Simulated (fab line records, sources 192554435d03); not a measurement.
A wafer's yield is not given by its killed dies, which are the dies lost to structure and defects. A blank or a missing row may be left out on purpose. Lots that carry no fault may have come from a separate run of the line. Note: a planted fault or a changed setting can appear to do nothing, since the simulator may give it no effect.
Chamber matching / flow n5Finfet / N5_BEOL_M9_ETCH_62 on rieDiel-04 has 4 sister chambers
The step etches SOC in N2/H2, target depth 110 nm, overetch 22 nm, time 165 s. 8 wafers are shown with their chamber, then 9 later ones without.

## WAFERS PAIRED WITH THEIR CHAMBERS
wafer=L082.6; chamber=2; showerheadPlenumPTorr (Torr)=2.51; oesProductAu (a.u.)=0.58
wafer=L083.5; chamber=2; showerheadPlenumPTorr (Torr)=2.51; oesProductAu (a.u.)=0.58
wafer=L086.1; chamber=1; showerheadPlenumPTorr (Torr)=2.41; oesProductAu (a.u.)=0.59
wafer=L086.3; chamber=0; showerheadPlenumPTorr (Torr)=2.40; oesProductAu (a.u.)=0.58
wafer=L086.4; chamber=3; showerheadPlenumPTorr (Torr)=2.43; oesProductAu (a.u.)=0.63
wafer=L089.4; chamber=0; showerheadPlenumPTorr (Torr)=2.39; oesProductAu (a.u.)=0.57
wafer=L089.5; chamber=1; showerheadPlenumPTorr (Torr)=2.41; oesProductAu (a.u.)=0.60
wafer=L089.6; chamber=3; showerheadPlenumPTorr (Torr)=2.43; oesProductAu (a.u.)=0.63

## WAFERS MISSING THEIR CHAMBER
wafer=L094.1; showerheadPlenumPTorr (Torr)=2.50; oesProductAu (a.u.)=0.85
wafer=L094.2; showerheadPlenumPTorr (Torr)=2.43; oesProductAu (a.u.)=0.62
wafer=L094.6; showerheadPlenumPTorr (Torr)=2.50; oesProductAu (a.u.)=0.83
wafer=L091.1; showerheadPlenumPTorr (Torr)=2.42; oesProductAu (a.u.)=0.62
wafer=L091.4; showerheadPlenumPTorr (Torr)=2.50; oesProductAu (a.u.)=0.81
wafer=L091.5; showerheadPlenumPTorr (Torr)=2.40; oesProductAu (a.u.)=0.58
wafer=L095.1; showerheadPlenumPTorr (Torr)=2.42; oesProductAu (a.u.)=0.61
wafer=L095.5; showerheadPlenumPTorr (Torr)=2.71; oesProductAu (a.u.)=0.83
wafer=L095.6; showerheadPlenumPTorr (Torr)=2.40; oesProductAu (a.u.)=0.58

## CHAMBER TAKEN BY EACH
wafer=L094.1; from the rows above=3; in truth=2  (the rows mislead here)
wafer=L094.2; from the rows above=3; in truth=3
wafer=L094.6; from the rows above=3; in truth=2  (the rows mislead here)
wafer=L091.1; from the rows above=3; in truth=3
wafer=L091.4; from the rows above=3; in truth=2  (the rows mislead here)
wafer=L091.5; from the rows above=0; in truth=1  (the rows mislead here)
wafer=L095.1; from the rows above=can't be placed: 1 or 3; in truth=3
wafer=L095.5; from the rows above=2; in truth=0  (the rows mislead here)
wafer=L095.6; from the rows above=0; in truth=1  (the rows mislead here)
Placed correctly: 2 of 9. Unplaceable from these rows: 1, with the true chamber sitting among the candidates in 1. Wrongly placed: 6.
How it was worked out, from the rows above alone: a wafer's distance from a chamber is the root of the sum, over the readings, of the square of ((its reading less the chamber's mean) divided by the reading's scatter). If the next closest chamber is less than 2 further off than the closest, the wafer can't be placed; otherwise it belongs to the closest. Each chamber's mean is taken over the wafers shown for it. The scatter: take each reading less its chamber's mean, square it, sum over the shown wafers, divide by the number of wafers less the number of chambers, and take the root.
